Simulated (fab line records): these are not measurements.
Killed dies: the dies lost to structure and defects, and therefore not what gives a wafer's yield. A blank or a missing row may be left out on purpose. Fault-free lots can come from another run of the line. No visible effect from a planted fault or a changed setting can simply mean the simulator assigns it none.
Matching of chambers + flow n5-finfet + cvd-co-02 running N5_BEOL_M4_PRE_CLEAN_60: 3 sister chambers
The step time 15 s. 6 wafers are shown with their chamber, then 7 later ones without.

## EACH WAFER AND ITS CHAMBER
| wafer  | chamber | heater-power-w (W) |
|--------|---------|--------------------|
| L860.4 | 0       | 66                 |
| L863.3 | 1       | 82                 |
| L870.1 | 1       | 84                 |
| L870.3 | 0       | 71                 |
| L873.1 | 2       | 94                 |
| L873.4 | 2       | 100                |

## WAFERS MISSING THEIR CHAMBER
| wafer  | heater-power-w (W) |
|--------|--------------------|
| L873.5 | 85                 |
| L878.1 | 83                 |
| L878.2 | 70                 |
| L878.5 | 69                 |
| L881.2 | 85                 |
| L881.5 | 84                 |
| L881.6 | 69                 |

## EACH ONE'S CHAMBER
| wafer  | from the rows above | in truth |
|--------|---------------------|----------|
| L873.5 | 1                   | 1        |
| L878.1 | 1                   | 1        |
| L878.2 | 0                   | 0        |
| L878.5 | 0                   | 0        |
| L881.2 | 1                   | 1        |
| L881.5 | 1                   | 1        |
| L881.6 | 0                   | 0        |
Correct placement for 7 of the 7. Not placeable from these rows: 0. Wrongly placed: 0.
How it was worked out, from the rows above alone: a wafer's distance from a chamber is the root of the sum, over the readings, of the square of ((its reading less the chamber's mean) divided by the reading's scatter). The wafer belongs to the nearest chamber; if the next one is less than 2 further off, it can't be placed. Each chamber's mean is taken over the wafers shown for it. The scatter: the root of (the sum of the squares of (reading less its chamber's mean) over the shown wafers, divided by (wafers less chambers)).
